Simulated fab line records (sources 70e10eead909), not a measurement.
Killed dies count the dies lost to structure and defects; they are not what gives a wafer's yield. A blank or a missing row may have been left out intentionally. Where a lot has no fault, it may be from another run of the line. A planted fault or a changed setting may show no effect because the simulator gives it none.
fab line records | flow nand-harc | part 1 of 2: steps 1 to 4 of 6
record lots=24 wafers=72 last-day=34
route steps=1302 shown A_STAIRCASE@700
lots that met no fault: from a run of the same line without faults
start-h: start of the lot's first displayed wafer, in hours after the record's first day | wait-h: how many hours have passed since the lot's step before this one | " same as the row above | L1.1+2: a row that stands for several wafers | - value missing, or start not given | * or withheld: withheld | < > ~ a bound
route shown NAME@n: a module of which the file shows steps, and the number in the route of the first | usual: the fault-free wafers' mean and standard deviation | same: alike in all rows | chamber/n: place in a boat | sites: per-site readings | _std_site: standard deviation across them | _edge_site: outer sites' mean less inner sites' | radius-mm: how far each site lies from the wafer's centre | mask NAME#n: copy n | behind: the last tool/chamber to shape the wafer | hold: why the lot was held/for how many hours/how that ended | device: the n, p or np transistor that did not switch | end of line: the same wafers' tests at the end of the route | for a step that has no rows: nothing shown but its recipe | killed: the dies lost at the first sort to structure and to defects; this is not the yield of the wafer | map: dies across one wafer; x = killed, . = not, _ = none there
set.NAME: the run value of the setting; set.NAME@STEP: its run value at that earlier step | model.NAME: the simulator's own value behind a step, which no gauge read
a sample of lots followed through the steps of the route, with each step as a table and each wafer as a row
services: a tool's chamber out of use, with start hour (start-h, from the record's first day; less than 0 if before it), hours out, and reason
## steps
# step NHARC_A_STAIRCASE_DESCUM_186
# recipe time-s=3 o2-flow-sccm=200 ar-flow-sccm=0 bias-power-w=0 chemistry=O2
# usual drypump-motor-current-A=5.7/0.32 oes-product-au=1.002/0.016 rf-vpp-V=57.6/0.94 showerhead-plenum-p-Torr=1.92/0.096 throttle-valve-pct=11.311/0.0081
# columns lot.wafer tool chamber start-h wait-h drypump-motor-current-A oes-product-au rf-hours-counter-h rf-vpp-V showerhead-plenum-p-Torr throttle-valve-pct
L074.1 rie-diel-09 2 364.91 - 6.2 1.005 10 59.7 1.99 11.310
L074.3 " 3 " " 5.4 1.000 10 58.0 1.87 11.308
L074.6 " 0 " " 6.0 0.979 - 59.5 2.06 11.308
L075.2 rie-diel-13 1 378.23 - 5.8 1.010 9 56.3 1.81 11.315
L075.1 " 2 " " 5.2 1.012 8 57.8 1.99 11.313
L075.5 " 0 " " 5.6 1.001 - 57.6 1.91 11.312
L077.1 rie-diel-13 2 382.99 - 5.2 1.015 10 56.7 1.99 11.308
L077.3 " 0 " " 5.6 0.994 12 58.8 1.91 11.327
L077.2 " 1 " " 5.9 1.012 10 57.1 1.80 11.307
L076.2 rie-diel-04 0 383.75 - 5.7 1.037 5 58.6 2.03 11.300
L076.3 " 2 " " 5.6 1.001 4 57.3 1.78 11.296
L076.5 " 0 " " 5.7 1.030 - 58.1 2.03 11.312
L078.4 rie-diel-09 2 407.58 - 6.2 0.997 24 58.6 1.98 11.319
L078.2 " 0 " " 6.0 0.978 30 58.0 2.05 11.322
L078.6 " 3 " " 5.3 0.999 - 58.7 1.86 11.316
L079.3 rie-diel-04 3 412.33 - 6.2 0.996 11 58.9 1.82 11.301
L079.5 " 2 " " 5.6 0.982 - 55.3 1.78 11.297
L079.6 " 3 " " 6.2 0.995 - 58.3 1.82 11.310
L080.3 rie-diel-13 1 420.56 - 5.9 0.991 26 56.5 1.80 11.319
L080.1 " 2 " " 5.2 1.015 18 57.7 1.99 11.310
L080.6 " 1 " " 5.8 1.014 - 58.0 1.80 11.298
L081.4 rie-diel-04 0 429.64 - 5.7 1.025 15 58.2 2.03 11.316
L081.2 " 1 " " 5.4 0.994 13 56.3 1.89 11.309
L081.5 " 3 " " 6.2 0.999 - 57.5 1.82 11.310
L083.1 rie-diel-09 1 435.73 - 5.9 1.009 31 55.4 1.84 11.313
L083.3 " 3 " " 5.3 1.019 36 58.1 1.86 11.300
L083.4 " 2 " " 6.2 1.004 - 58.1 1.98 11.332
L082.4 rie-diel-04 2 441.15 - 5.6 0.987 21 58.2 1.78 11.298
L082.2 " 1 " " 5.5 0.998 17 57.0 1.89 11.318
L082.6 " 2 " " 5.6 0.985 - 57.2 1.78 11.301
L084.3 rie-diel-04 3 451.10 - 6.2 1.009 24 57.3 1.81 11.318
L084.5 " 0 " " 5.7 1.019 - 58.8 2.03 11.317
L084.6 " 1 " " 5.4 0.996 - 56.8 1.88 11.312
L086.1 rie-diel-09 3 470.73 - 5.4 0.998 51 58.3 1.86 11.302
L086.6 " 3 " " 5.4 0.990 - 56.8 1.86 11.309
L086.5 " 0 " " 6.0 0.991 - 58.6 2.04 11.316
L085.1 rie-diel-04 1 471.56 - 5.4 0.993 28 57.1 1.88 11.308
L085.5 " 0 " " 5.7 1.017 - 57.5 2.02 11.307
L085.6 " 1 " " 5.4 0.995 - 56.9 1.88 11.322
L087.3 rie-diel-04 1 480.03 - 5.4 0.992 31 58.6 1.88 11.308
L087.1 " 0 " " 5.7 1.005 32 57.2 2.02 11.313
L087.6 " 1 " " 5.4 0.999 - 58.3 1.88 11.297
L089.3 rie-diel-04 0 497.75 - 5.7 1.019 36 59.0 2.02 11.315
L089.6 " 0 " " 5.7 1.014 - 59.1 2.02 11.300
L089.5 " 1 " " 5.4 1.003 - 57.8 1.88 11.320
L088.4 rie-diel-04 3 498.23 - 6.1 0.994 39 57.0 1.81 11.306
L088.6 " 0 " " 5.7 1.015 - 57.7 2.02 11.290
L088.5 " 1 " " 5.5 0.993 - 57.8 1.88 11.321
L090.4 rie-diel-09 2 524.25 - 6.3 0.981 8 57.3 1.97 11.319
L090.2 " 3 " " 5.3 1.024 8 58.2 1.85 11.307
L090.3 " 0 " " 6.0 0.973 6 57.0 2.04 11.308
L091.3 rie-diel-09 1 524.50 - 5.9 0.977 6 56.9 1.83 11.318
L091.6 " 2 " " 6.2 0.987 - 57.4 1.97 11.300
L091.5 " 3 " " 5.4 1.017 - 57.6 1.85 11.321
L092.3 rie-diel-13 0 537.60 - 5.6 1.014 2 57.5 1.90 11.316
L092.6 " 3 " " 5.2 0.996 - 57.3 2.02 11.311
L092.5 " 0 " " 5.6 1.011 - 58.5 1.90 11.311
L093.3 rie-diel-04 1 549.85 - 5.4 0.979 2 58.5 1.87 11.306
L093.1 " 2 " " 5.6 0.988 2 57.6 2.08 11.302
L093.6 " 0 " " 5.7 1.025 - 58.0 2.02 11.302
L094.2 rie-diel-04 1 557.75 - 5.4 0.987 3 56.6 1.87 11.320
L094.4 " 2 " " 5.6 0.991 3 58.0 2.07 11.307
L094.6 " 0 " " 5.7 1.035 - 58.4 2.02 11.323
L095.3 rie-diel-13 0 565.60 - 5.6 1.005 12 57.5 1.89 11.317
L095.2 " 1 " " 5.8 0.983 13 56.5 1.79 11.312
L095.5 " 3 " " 5.2 1.020 - 59.9 2.02 11.306
L096.1 rie-diel-04 1 581.80 - 5.4 0.974 12 58.1 1.87 11.292
L096.3 " 3 " " 6.2 1.009 11 57.9 1.80 11.312
L096.2 " 0 " " 5.7 1.029 8 57.0 2.01 11.314
L097.2 rie-diel-04 1 592.83 - 5.4 0.988 15 57.5 1.87 11.325
L097.4 " 2 " " 5.6 0.997 15 58.1 2.07 11.317
L097.6 " 2 " " 5.6 0.991 - 56.7 2.07 11.305
# step NHARC_A_STAIRCASE_TRIM_189
# recipe time-s=211.2 o2-flow-sccm=500 ar-flow-sccm=0 bias-w=0 chemistry=O2
# usual drypump-motor-current-A=5.7/0.32 oes-product-au=1.001/0.016 rf-vpp-V=57.7/0.98 showerhead-plenum-p-Torr=3.52/0.17 throttle-valve-pct=17.038/0.0091
# columns lot.wafer tool chamber start-h wait-h drypump-motor-current-A oes-product-au rf-hours-counter-h rf-vpp-V showerhead-plenum-p-Torr throttle-valve-pct
L074.1 rie-diel-09 2 - - 6.2 1.001 10 57.3 3.65 17.034
L074.3 " 3 " " 5.3 1.005 11 57.0 3.45 17.047
L074.6 " 3 " " 5.3 1.002 - 57.1 3.45 17.034
L075.2 rie-diel-13 0 - - 5.6 1.010 10 58.7 3.53 17.053
L075.1 " 2 " " 5.2 1.025 9 58.4 3.66 17.034
L075.5 " 3 " " 5.2 0.978 - 59.6 3.74 17.031
L076.2 rie-diel-04 0 - - 5.7 1.020 5 57.4 3.73 17.027
L076.3 " 1 " " 5.5 0.999 5 56.6 3.49 17.029
L076.5 " 3 " " 6.2 1.004 - 56.9 3.37 17.047
L077.1 rie-diel-13 1 - - 5.9 1.017 14 58.0 3.34 17.031
L077.3 " 3 " " 5.2 0.984 13 57.4 3.74 17.035
L077.2 " 0 " " 5.6 0.999 16 57.9 3.53 17.048
L078.4 rie-diel-09 3 - - 5.3 0.999 27 58.6 3.44 17.040
L078.2 " 1 " " 5.9 0.998 21 58.3 3.41 17.027
L078.6 " 2 " " 6.2 0.988 - 57.6 3.65 17.031
L079.3 rie-diel-04 3 - - 6.2 1.005 11 56.8 3.37 17.038
L079.6 " 3 " " 6.2 0.992 - 58.6 3.37 17.044
L079.5 " 0 " " 5.7 1.028 - 59.0 3.73 17.045
L080.1 rie-diel-13 2 - - 5.2 1.024 18 58.0 3.65 17.045
L080.3 " 0 " " 5.6 1.012 26 57.1 3.52 17.027
L080.6 " 1 " " 5.8 1.007 - 56.4 3.33 17.038
L081.4 rie-diel-04 0 - - 5.7 1.037 15 56.3 3.73 17.033
L081.2 " 2 " " 5.6 0.994 17 55.9 3.30 17.057
L081.5 " 1 " " 5.5 0.982 - 57.4 3.48 17.046
L083.1 rie-diel-09 2 - - 6.2 0.994 36 57.9 3.64 17.030
L083.3 " 3 " " 5.3 1.004 37 57.5 3.44 17.047
L083.4 " 1 " " 5.9 1.009 - 56.8 3.40 17.049
L082.4 rie-diel-04 2 - - 5.6 1.000 23 55.7 3.29 17.035
L082.2 " 0 " " 5.7 1.020 21 56.6 3.72 17.048
L082.6 " 2 " " 5.6 0.997 - 56.9 3.29 17.032
L084.3 rie-diel-04 3 - - 6.2 1.007 24 57.1 3.36 17.041
L084.5 " 2 " " 5.6 0.992 - 57.4 3.29 17.016
L084.6 " 3 " " 6.2 0.995 - 56.6 3.36 17.034
L086.1 rie-diel-09 2 - - 6.2 0.972 50 56.2 3.63 17.035
L086.6 " 1 " " 5.9 0.996 - 57.2 3.40 17.049
L086.5 " 2 " " 6.2 0.988 - 58.6 3.63 17.036
L085.1 rie-diel-04 1 - - 5.4 0.994 28 56.6 3.47 17.042
L085.5 " 2 " " 5.6 0.997 - 58.3 3.29 17.044
L085.6 " 3 " " 6.2 1.006 - 57.2 3.35 17.033
L087.3 rie-diel-04 1 - - 5.5 1.002 31 58.6 3.47 17.033
L087.1 " 2 " " 5.6 0.997 37 58.0 3.29 17.048
L087.6 " 1 " " 5.4 1.000 - 56.0 3.47 17.015
L089.3 rie-diel-04 2 - - 5.6 0.999 41 55.5 3.28 17.047
L089.5 " 0 " " 5.7 1.023 - 58.3 3.72 17.049
L089.6 " 1 " " 5.4 1.009 - 58.8 3.47 17.028
L088.4 rie-diel-04 1 - - 5.4 1.010 39 56.7 3.47 17.023
L088.6 " 1 " " 5.4 0.987 - 58.2 3.47 17.049
L088.5 " 2 " " 5.6 1.018 - 56.9 3.28 17.000
L090.2 rie-diel-09 0 - - 6.0 0.969 6 58.9 3.74 17.042
L090.3 " 2 " " 6.2 0.988 8 57.7 3.62 17.033
L090.4 " 3 " " 5.3 1.017 8 56.0 3.42 17.036
L091.3 rie-diel-09 0 - - 6.0 0.976 7 59.6 3.74 17.042
L091.5 " 2 " " 6.2 0.979 - 59.4 3.62 17.029
L091.6 " 3 " " 5.4 1.017 - 57.8 3.42 17.054
L092.3 rie-diel-13 3 - - 5.3 0.997 2 58.8 3.71 17.041
L092.5 " 3 " " 5.2 1.003 - 56.6 3.71 17.029
L092.6 " 0 " " 5.6 1.020 - 57.3 3.50 17.052
L093.1 rie-diel-04 0 - - 5.7 1.030 2 58.2 3.70 17.047
L093.3 " 1 " " 5.4 0.966 2 58.1 3.46 17.037
L093.6 " 1 " " 5.4 0.971 - 59.4 3.46 17.039
L094.2 rie-diel-04 2 - - 5.6 0.982 3 59.9 3.81 17.032
L094.4 " 1 " " 5.4 0.972 4 57.3 3.46 17.029
L094.6 " 2 " " 5.6 0.990 - 58.1 3.81 17.046
L095.2 rie-diel-13 3 - - 5.2 1.004 17 57.1 3.70 17.043
L095.3 " 1 " " 5.9 0.994 14 56.5 3.31 17.044
L095.5 " 0 " " 5.6 1.005 - 59.8 3.49 17.038
L096.2 rie-diel-04 3 - - 6.1 1.007 11 58.2 3.34 17.039
L096.3 " 0 " " 5.7 1.027 9 57.1 3.70 17.047
L096.1 " 1 " " 5.4 0.981 12 57.8 3.46 17.053
L097.2 rie-diel-04 3 - - 6.2 0.998 15 56.5 3.33 17.037
L097.4 " 2 " " 5.6 0.990 16 58.8 3.80 17.028
L097.6 " 3 " " 6.2 0.996 - 57.8 3.33 17.027
# step NHARC_A_STAIRCASE_TRIM_220
# recipe time-s=211.2 o2-flow-sccm=500 ar-flow-sccm=0 bias-w=0 chemistry=O2
# usual drypump-motor-current-A=5.7/0.34 oes-product-au=0.999/0.013 rf-vpp-V=57.9/0.94 showerhead-plenum-p-Torr=3.52/0.15 throttle-valve-pct=17.037/0.0093
# columns lot.wafer tool chamber start-h wait-h drypump-motor-current-A oes-product-au rf-hours-counter-h rf-vpp-V showerhead-plenum-p-Torr throttle-valve-pct
L074.3 rie-diel-09 3 372.55 0.1 5.4 1.005 15 57.4 3.45 17.051
L074.1 " 0 " " 6.0 0.988 18 58.1 3.77 17.035
L074.6 " 1 " " 5.9 1.009 - 58.3 3.42 17.035
L075.2 rie-diel-13 0 381.85 0.1 5.6 0.990 11 57.8 3.53 17.040
L075.1 " 1 " " 5.8 1.011 10 57.8 3.34 17.046
L075.5 " 0 " " 5.6 0.994 - 57.7 3.53 17.037
L076.2 rie-diel-04 0 388.01 0.2 5.7 1.022 7 60.0 3.73 17.044
L076.3 " 1 " " 5.5 0.986 7 58.1 3.49 17.031
L076.5 " 0 " " 5.7 1.027 - 57.9 3.73 17.028
L077.1 rie-diel-09 3 389.88 0.1 5.4 1.002 22 57.2 3.45 17.024
L077.3 " 0 " " 6.0 0.992 26 57.7 3.76 17.041
L077.2 " 1 " " 5.9 1.006 18 57.6 3.41 17.036
L078.4 rie-diel-09 2 411.35 0.1 6.2 1.001 25 58.8 3.65 17.043
L078.2 " 0 " " 6.0 0.984 31 59.1 3.76 17.042
L078.6 " 2 " " 6.2 1.006 - 58.5 3.64 17.043
L079.3 rie-diel-13 1 416.87 0.2 5.8 1.004 24 55.7 3.33 17.041
L079.5 " 0 " " 5.6 1.004 - 58.0 3.52 17.028
L079.6 " 1 " " 5.9 0.997 - 57.3 3.33 17.046
L080.3 rie-diel-04 3 424.56 0.1 6.2 1.000 14 58.7 3.36 17.060
L080.1 " 1 " " 5.4 0.992 12 58.8 3.48 17.055
L080.6 " 3 " " 6.2 1.003 - 57.8 3.36 17.038
L081.2 rie-diel-09 3 434.30 0.1 5.3 1.005 36 56.8 3.44 17.034
L081.5 " 3 " " 5.4 1.010 - 57.5 3.44 17.045
L081.4 " 1 " " 5.9 1.009 - 56.5 3.40 17.040
L083.1 rie-diel-04 1 439.89 0.1 5.4 0.991 16 56.4 3.48 17.051
L083.4 " 3 " " 6.2 0.997 20 56.0 3.36 17.014
L083.3 " 0 " " 5.7 1.024 19 59.4 3.72 17.048
L082.2 rie-diel-09 3 446.51 0.1 5.4 0.995 42 57.4 3.43 17.029
L082.4 " 3 " " 5.3 0.997 - 60.9 3.43 17.043
L082.6 " 0 " " 6.0 0.978 - 58.0 3.76 17.025
L084.3 rie-diel-13 3 454.91 0.1 5.2 0.972 35 59.4 3.73 17.042
L084.5 " 0 " " 5.5 0.998 - 57.2 3.52 17.026
L084.6 " 1 " " 5.8 1.001 - 57.6 3.33 17.031
L086.1 rie-diel-13 1 474.48 0.1 5.9 1.004 45 56.7 3.32 17.038
L086.6 " 3 " " 5.2 0.979 - 59.1 3.72 17.046
L086.5 " 0 " " 5.6 1.006 - 57.8 3.51 17.023
L085.1 rie-diel-04 3 475.86 0.1 6.2 0.990 33 56.1 3.35 17.048
L085.6 " 1 " " 5.4 0.986 - 55.8 3.47 17.046
L085.5 " 2 " " 5.6 0.992 - 57.2 3.29 17.024
L087.1 rie-diel-09 3 483.83 0.1 5.4 0.989 55 58.6 3.43 17.034
L087.3 " 0 " " 6.0 0.987 54 59.6 3.75 17.039
L087.6 " 3 " " 5.4 0.993 - 57.9 3.43 17.046
L088.4 rie-diel-04 1 505.07 0.1 5.5 0.999 40 59.2 3.47 17.039
L088.6 " 1 " " 5.4 0.995 - 57.9 3.47 17.054
L088.5 " 2 " " 5.6 1.008 - 58.8 3.28 17.034
L089.3 rie-diel-13 0 505.18 0.9 5.6 1.014 55 57.7 3.51 17.045
L089.6 " 1 " " 5.9 1.020 - 57.0 3.32 17.039
L089.5 " 2 " " 5.2 1.008 - 58.4 3.64 17.020
L090.3 rie-diel-04 1 528.63 0.1 5.4 0.992 48 58.9 3.46 17.033
L090.4 " 3 " " 6.2 0.995 53 58.4 3.34 17.046
L090.2 " 0 " " 5.7 1.021 50 58.1 3.71 17.032
L091.3 rie-diel-13 3 528.92 0.1 5.2 1.011 0 58.5 3.71 17.055
L091.6 " 3 " " 5.2 1.011 - 58.7 3.71 17.029
L091.5 " 0 " " 5.6 1.019 - 58.7 3.50 17.046
L092.3 rie-diel-09 0 541.64 0.1 6.0 0.982 12 57.8 3.74 17.034
L092.5 " 1 " " 5.9 0.986 - 56.9 3.39 17.043
L092.6 " 2 " " 6.2 0.993 - 59.2 3.62 17.042
L093.1 rie-diel-09 2 555.14 0.5 6.2 0.991 17 58.9 3.62 17.035
L093.3 " 3 " " 5.4 1.025 19 57.6 3.41 17.037
L093.6 " 2 " " 6.2 0.993 - 59.5 3.62 17.021
L094.2 rie-diel-13 1 561.51 0.1 5.9 0.993 12 58.3 3.31 17.036
L094.4 " 0 " " 5.6 1.010 12 58.7 3.49 17.034
L094.6 " 1 " " 5.9 0.997 - 58.2 3.31 17.037
L095.2 rie-diel-09 1 569.42 0.1 5.9 1.004 19 56.7 3.39 17.044
L095.3 " 3 " " 5.3 1.017 22 57.2 3.41 17.031
L095.5 " 2 " " 6.2 0.984 - 59.4 3.62 17.039
L096.3 rie-diel-13 3 585.56 0.1 5.2 1.009 22 58.7 3.70 17.043
L096.2 " 1 " " 5.9 0.984 19 58.0 3.30 17.030
L096.1 " 2 " " 5.2 1.011 21 58.8 3.62 17.037
L097.4 rie-diel-09 3 596.60 0.1 5.3 1.026 31 58.3 3.41 17.041
L097.2 " 2 " " 6.2 0.979 30 58.2 3.61 17.036
L097.6 " 3 " " 5.4 1.018 - 58.0 3.41 17.020
# step NHARC_A_STAIRCASE_DEP_259
# recipe target-thk-a=300 target-thk-nm=30 temp-c=400 pressure-torr=3.5 flow-sccm=200 rf-w=350 material=SiON
# usual heater-power-w=736/140
# columns lot.wafer tool chamber start-h wait-h heater-power-w
L074.1 pecvd-03 2 379.08 1.6 664
L074.3 " 0 " " 456
L074.6 " 2 " " 650
L075.1 pecvd-01 2 390.02 1.5 814
L075.2 " 0 " " 780
L075.5 " 2 " " 822
L076.3 pecvd-03 1 395.59 1.0 864
L076.2 " 0 " " 517
L076.5 " 2 " " 698
L077.2 pecvd-03 2 397.45 1.3 806
L077.1 " 0 " " 415
L077.3 " 1 " " 875
L078.2 pecvd-01 0 417.89 1.3 717
L078.6 " 2 " " 753
L078.4 " 1 " " 755
L079.3 pecvd-01 1 423.71 1.0 942
L079.6 " 2 " " 794
L079.5 " 0 " " 718
L080.1 pecvd-03 0 433.26 1.5 509
L080.3 " 2 " " 818
L080.6 " 0 " " 510
L081.2 pecvd-04 1 449.89 1.3 727
L081.5 " 0 " " 704
L081.4 " 2 " " 702
L083.3 pecvd-03 2 452.80 0.9 787
L083.1 " 0 " " 441
L083.4 " 1 " " 815
L082.2 pecvd-01 1 456.80 1.4 943
L082.4 " 0 " " 744
L082.6 " 2 " " 831
L084.3 pecvd-03 0 465.59 1.0 442
L084.6 " 0 " " 437
L084.5 " 1 " " 740
L086.1 pecvd-01 0 482.39 1.7 842
L086.6 " 1 " " 927
L086.5 " 2 " " 708
L085.1 pecvd-03 1 483.79 1.6 870
L085.5 " 0 " " 454
L085.6 " 1 " " 859
L087.1 pecvd-03 2 493.16 1.6 786
L087.3 " 0 " " 444
L087.6 " 0 " " 448
L089.3 pecvd-01 0 511.62 1.0 708
L089.5 " 2 " " 783
L089.6 " 0 " " 708
L088.4 pecvd-03 1 513.51 0.7 774
L088.5 " 2 " " 698
L088.6 " 0 " " 476
L090.2 pecvd-04 2 536.34 1.3 655
L090.3 " 1 " " 726
L090.4 " 2 " " 665
L091.3 pecvd-04 1 537.21 0.9 756
L091.6 " 1 " " 734
L091.5 " 2 " " 763
L092.3 pecvd-01 0 548.16 0.9 786
L092.6 " 0 " " 771
L092.5 " 1 " " 835
L093.3 pecvd-03 1 564.61 1.0 893
L093.1 " 2 " " 651
L093.6 " 1 " " 883
L094.2 pecvd-01 1 570.00 1.3 1011
L094.6 " 2 " " 804
L094.4 " 1 " " 1037
L095.2 pecvd-04 2 577.41 1.2 683
L095.3 " 2 " " 684
L095.5 " 0 " " 761
L096.1 pecvd-04 2 593.48 1.6 757
L096.3 " 0 " " 705
L096.2 " 1 " " 670
L097.2 pecvd-03 1 603.58 1.3 885
L097.4 " 2 " " 737
L097.6 " 0 " " 500
